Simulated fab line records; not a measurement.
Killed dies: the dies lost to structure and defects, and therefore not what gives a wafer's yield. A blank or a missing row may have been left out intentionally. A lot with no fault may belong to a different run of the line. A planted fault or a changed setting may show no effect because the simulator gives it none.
Chamber matching -- flow n5Finfet -- rieDiel-05 running N5_BEOL_M5_ETCH_61: 4 sister chambers
The step etches SiARC in CF4, target depth 15.6 nm, time 26 s. 16 wafers are shown with their chamber, then 8 later ones without.

== WAFERS PAIRED WITH THEIR CHAMBERS ==
wafer,chamber,showerheadPlenumPTorr (Torr),drypumpMotorCurrentA (A),oesProductAu (a.u.)
L074.1,3,2.07,5.4,0.64
L074.4,2,2.04,5.7,0.64
L074.6,2,2.04,5.6,0.65
L080.2,2,2.04,5.6,0.64
L080.3,3,2.07,5.4,0.64
L080.4,2,2.04,5.7,0.64
L084.1,3,2.06,5.4,0.63
L084.3,0,2.19,5.0,0.80
L084.5,0,2.19,4.9,0.81
L089.1,0,2.19,5.0,0.79
L089.4,3,2.06,5.3,0.62
L089.6,2,2.03,5.7,0.63
L092.2,1,2.15,6.2,0.67
L092.4,1,2.15,6.2,0.67
L092.5,3,2.06,5.3,0.61
L093.2,2,2.03,5.7,0.62

SIGNATURES (averages over the wafers above)
reading,chamber 0,chamber 1,chamber 2,chamber 3,scatter within a chamber
showerheadPlenumPTorr,2.1900,2.1500,2.0367,2.0640,0.00459
drypumpMotorCurrentA,4.967,6.200,5.667,5.360,0.0516
oesProductAu,0.8000,0.6700,0.6367,0.6280,0.0109
Rule: for a wafer and a chamber, the distance is found by dividing, reading by reading, the gap between the wafer's reading and the chamber's mean by the reading's scatter, squaring, summing and taking the root. If the next closest chamber is less than 2 further off than the closest, the wafer can't be placed; otherwise it belongs to the closest. How the scatter is found: for the shown wafers, subtract from each reading the mean of its chamber, square and add these, divide the total by (wafers less chambers), then take the root.

== WAFERS WITHOUT THEIR CHAMBER ==
wafer,showerheadPlenumPTorr (Torr),drypumpMotorCurrentA (A),oesProductAu (a.u.)
L093.4,2.06,5.4,0.62
L093.6,2.03,5.7,0.63
L076.2,2.03,5.6,0.61
L076.3,2.06,5.3,0.61
L076.5,2.15,6.2,0.67
L096.1,2.18,5.0,0.74
L096.3,2.05,5.3,0.60
L096.4,2.02,5.6,0.61

== WHICH CHAMBER EACH ONE RAN IN ==
wafer,from the rows above,in truth
L093.4,3,3
L093.6,2,2
L076.2,2,2
L076.3,3,3
L076.5,1,1
L096.1,0,0
L096.3,3,3
L096.4,2,2
Correctly placed: 8 of 8. Not placeable from these rows: 0. Number placed wrongly: 0.
